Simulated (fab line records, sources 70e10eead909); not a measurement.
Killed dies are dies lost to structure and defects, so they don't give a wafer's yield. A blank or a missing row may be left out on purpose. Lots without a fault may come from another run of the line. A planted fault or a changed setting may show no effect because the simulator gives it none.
Which tool did it? | flow nand_harc | 12 lots, 36 wafers sampled, at 5 steps of a route of 1302

WHAT THE GAUGES READ, wafer by wafer
NHARC_P_M2_OVL_MEAS_10: pitch 340 nm.
lot  | measured     | on         | overlay_x_nm (nm) | overlay_y_nm (nm)
L636 | day 7 10:08  | overlay-02 | 0.3 0.2 0.8       | 0.5 1.0 0.7
L637 | day 7 17:40  | overlay-01 | 1.4 1.2 1.1       | -0.8 -1.0 -1.2
L639 | day 8 12:09  | overlay-01 | 0.7 0.5 -0.2      | -1.1 -1.7 -1.0
L642 | day 9 18:17  | overlay-02 | 1.3 1.0 1.3       | 1.1 1.7 1.2
L645 | day 11 03:17 | overlay-01 | -0.2 -0.5 -0.1    | 0.7 0.6 0.4
L647 | day 11 14:30 | overlay-02 | 0.0 -0.5 -0.8     | 2.0 1.3 2.1
L649 | day 12 10:19 | overlay-02 | 0.4 -0.2 0.8      | -0.7 -0.5 -0.2
L650 | day 13 02:25 | overlay-01 | -0.2 -0.6 -0.4    | 0.0 -0.4 -0.1
L651 | day 13 10:27 | overlay-02 | -0.8 -0.6 -1.0    | -0.6 0.0 -0.6
L652 | day 14 03:19 | overlay-01 | 1.4 0.9 0.8       | 0.3 0.0 -0.2
L653 | day 14 04:08 | overlay-02 | 0.0 0.7 0.8       | -1.7 -1.5 -1.2
L655 | day 15 06:56 | overlay-02 | 0.2 0.6 0.0       | 0.3 0.1 0.0

NHARC_END_SORT_01.
lot  | measured     | on        | killed_at_array | killed_at_other | killed_at_periphery | killed_dies | killed_open | killed_short
L642 | day 27 16:50 | prober-01 | 59 75 61        | 0 0 3           | 11 13 8             | 70 88 72    | 1 5 2       | 2 3 0

WHICH TOOL RAN EACH LOT (tool, then ch and the chambers of the sampled wafers, then the start)
lot  | NHARC_P_M1_STRIP_18                | NHARC_P_M2_ETCH_35                 | NHARC_P_M2_PVD_21
L636 | rie_diel-02 ch 0,1, day 7 06:23    | rie_diel-06 ch 0,1, day 7 10:19    | pvd_sputter-01, no start
L637 | rie_diel-02 ch 1,3, day 7 14:05    | rie_diel-12 ch 0,2, day 7 17:52    | pvd_sputter-03, no start
L639 | rie_diel-02 ch 0,1,2, day 8 08:22  | rie_diel-03 ch 1,2,3, day 8 12:20  | pvd_sputter-03, no start
L642 | rie_diel-02 ch 2,3, day 9 14:30    | rie_diel-03 ch 0,1,2, day 9 18:29  | pvd_sputter-01, day 27 16:50 or earlier
L645 | rie_diel-05 ch 0,3, day 10 23:45   | rie_diel-06 ch 2,3, day 11 03:28   | pvd_sputter-01, no start
L647 | rie_diel-02 ch 0,1, day 11 10:57   | rie_diel-12 ch 2,3, day 11 14:41   | pvd_sputter-03, no start
L649 | rie_diel-04 ch 0,2,3, day 12 06:46 | rie_diel-06 ch 0,2,3, day 12 10:29 | pvd_sputter-02, no start
L650 | rie_diel-05 ch 0,1,2, day 12 22:46 | rie_diel-12 ch 0,1,2, day 13 02:36 | pvd_sputter-03, no start
L651 | rie_diel-02 ch 1,2,3, day 13 06:46 | rie_diel-12 ch 0,1,3, day 13 10:38 | pvd_sputter-03, no start
L652 | rie_diel-04 ch 0,2,3, day 13 23:44 | rie_diel-12 ch 0,1,2, day 14 03:32 | pvd_sputter-01, no start
L653 | rie_diel-02 ch 0,1,3, day 14 00:38 | rie_diel-12 ch 0,1,2, day 14 04:19 | pvd_sputter-02, no start
L655 | rie_diel-04 ch 0,2,3, day 15 03:25 | rie_diel-12 ch 1,3, day 15 07:08   | pvd_sputter-02, no start
- NHARC_P_M1_STRIP_18: strips in N2/H2.
- NHARC_P_M2_ETCH_35: etches the open film in N2/H2, target depth 40 nm, overetch 12 nm, time 43.94 s.
- NHARC_P_M2_PVD_21: deposits Cu, target thk 30 nm, time 20.49 s.

WHAT THE TOOLS THEMSELVES READ (means of the sampled wafers that have a number; where no wafer has one, the mark that the record gives instead)
NHARC_P_M1_STRIP_18.
lot  | tool        | drypump_motor_current_A (A) | mfc_ar_sccm (sccm) | oes_product_au (a.u.) | rf_vpp_V (V) | showerhead_plenum_p_Torr (Torr) | throttle_valve_pct (%)
L636 | rie_diel-02 | 5.6                         | 0.023              | 0.998                 | 91.2         | 2.10                            | 14.166
L637 | rie_diel-02 | 5.1                         | 0.000              | 0.997                 | 91.2         | 2.05                            | 14.173
L639 | rie_diel-02 | 5.4                         | 0.011              | 0.999                 | 90.5         | 2.06                            | 14.174
L642 | rie_diel-02 | 5.2                         | 0.000              | 1.006                 | 90.9         | 2.10                            | 14.165
L645 | rie_diel-05 | 6.0                         | 0.027              | 0.989                 | 90.3         | 1.96                            | 14.168
L647 | rie_diel-02 | 5.6                         | 0.023              | 1.004                 | 90.1         | 2.10                            | 14.167
L649 | rie_diel-04 | 6.2                         | 0.021              | 1.007                 | 89.8         | 1.98                            | 14.163
L650 | rie_diel-05 | 5.8                         | 0.023              | 1.008                 | 90.8         | 2.10                            | 14.165
L651 | rie_diel-02 | 5.1                         | 0.000              | 1.005                 | 90.2         | 2.04                            | 14.170
L652 | rie_diel-04 | 6.3                         | 0.021              | 1.007                 | 90.4         | 1.98                            | 14.173
L653 | rie_diel-02 | 5.3                         | 0.011              | 1.008                 | 90.6         | 2.08                            | 14.165
L655 | rie_diel-04 | 6.2                         | 0.021              | 0.996                 | 90.5         | 1.97                            | 14.173

NHARC_P_M2_ETCH_35.
lot  | tool        | drypump_motor_current_A (A) | mfc_ar_sccm (sccm) | oes_product_au (a.u.) | rf_vpp_V (V) | run_length_s (s) | showerhead_plenum_p_Torr (Torr) | throttle_valve_pct (%)
L636 | rie_diel-06 | 5.6                         | 0.000              | 1.007                 | 430.6        | 65.6             | 2.03                            | 14.183
L637 | rie_diel-12 | 5.9                         | 0.000              | 0.992                 | 431.3        | 64.9             | 2.07                            | 14.176
L639 | rie_diel-03 | 5.1                         | 0.014              | 1.000                 | 431.2        | 65.0             | 2.08                            | 14.171
L642 | rie_diel-03 | 5.2                         | 0.017              | 1.003                 | 432.3        | 55.7             | 2.11                            | 14.176
L645 | rie_diel-06 | 6.2                         | 0.000              | 1.003                 | 427.1        | 65.7             | 1.92                            | 14.173
L647 | rie_diel-12 | 5.5                         | 0.007              | 0.995                 | 431.0        | 65.0             | 2.04                            | 14.177
L649 | rie_diel-06 | 5.8                         | 0.000              | 1.000                 | 428.8        | 65.6             | 1.98                            | 14.178
L650 | rie_diel-12 | 6.0                         | 0.000              | 0.994                 | 432.2        | 65.3             | 2.09                            | 14.184
L651 | rie_diel-12 | 5.8                         | 0.007              | 1.002                 | 433.3        | 65.3             | 2.15                            | 14.160
L652 | rie_diel-12 | 6.0                         | 0.000              | 1.001                 | 431.6        | 65.0             | 2.09                            | 14.178
L653 | rie_diel-12 | 6.0                         | 0.000              | 1.003                 | 432.1        | 65.3             | 2.09                            | 14.168
L655 | rie_diel-12 | 5.8                         | 0.007              | 1.004                 | 434.2        | 65.5             | 2.17                            | 14.179

NHARC_P_M2_PVD_21.
lot  | tool           | substrate_temp_c (C) | throttle_valve_pct (%)
L636 | pvd_sputter-01 | 30.00                | 30.3
L637 | pvd_sputter-03 | 30.01                | 29.6
L639 | pvd_sputter-03 | 30.06                | 29.4
L642 | pvd_sputter-01 | 29.98                | 30.4
L645 | pvd_sputter-01 | 29.96                | 30.2
L647 | pvd_sputter-03 | 30.06                | 28.8
L649 | pvd_sputter-02 | 30.04                | 30.2
L650 | pvd_sputter-03 | 29.95                | 29.7
L651 | pvd_sputter-03 | 30.00                | 29.5
L652 | pvd_sputter-01 | 29.97                | 29.9
L653 | pvd_sputter-02 | 30.08                | 30.0
L655 | pvd_sputter-02 | 29.88                | 30.4

THE ANSWER, worked out from the rows above alone
Rule: what is usual is taken from the lots themselves. Put in order of their means at a reading, lots are off if they are a third of the lots or fewer, leave a main group of 4 or more, and stand apart from it by a gap of 3 or more times the standard deviation of the main group's means; of several such gaps the widest counts. A main group whose means are all the same, to the digits that the tables above print for the reading, isn't used. A lot without any number at a reading at which 4 lots or more have one is off too. The other lots that the step has rows for count as sound. The gauges are gone through in route order, then the tools' own readings, and for those a lot's mean is taken as printed above. The first step at which some lot is off is used, and at that step the reading that is off furthest; a lot without a number counts as furthest.
Off: L642, at NHARC_P_M2_ETCH_35 (run_length_s). The main group: mean 65.3 s, standard deviation 0.27.
A tool fits if, at that step or a process step before it, it ran every lot that is off, and no sound lot after the first of them. One fits: rie_diel-03 at NHARC_P_M2_ETCH_35. Its last sound lot is L639 (day 8 12:20), its first lot that is off L642 (day 9 18:29): a fault that began between those two fits.
The tool's own readings at NHARC_P_M2_ETCH_35 bear it out: on the lots that are off they differ by more than 5 times the standard deviation of the sound lots' means. run_length_s reads 55.7 s there against 65.3 s on the sound lots.

WHAT THE SIMULATOR HAD PUT IN
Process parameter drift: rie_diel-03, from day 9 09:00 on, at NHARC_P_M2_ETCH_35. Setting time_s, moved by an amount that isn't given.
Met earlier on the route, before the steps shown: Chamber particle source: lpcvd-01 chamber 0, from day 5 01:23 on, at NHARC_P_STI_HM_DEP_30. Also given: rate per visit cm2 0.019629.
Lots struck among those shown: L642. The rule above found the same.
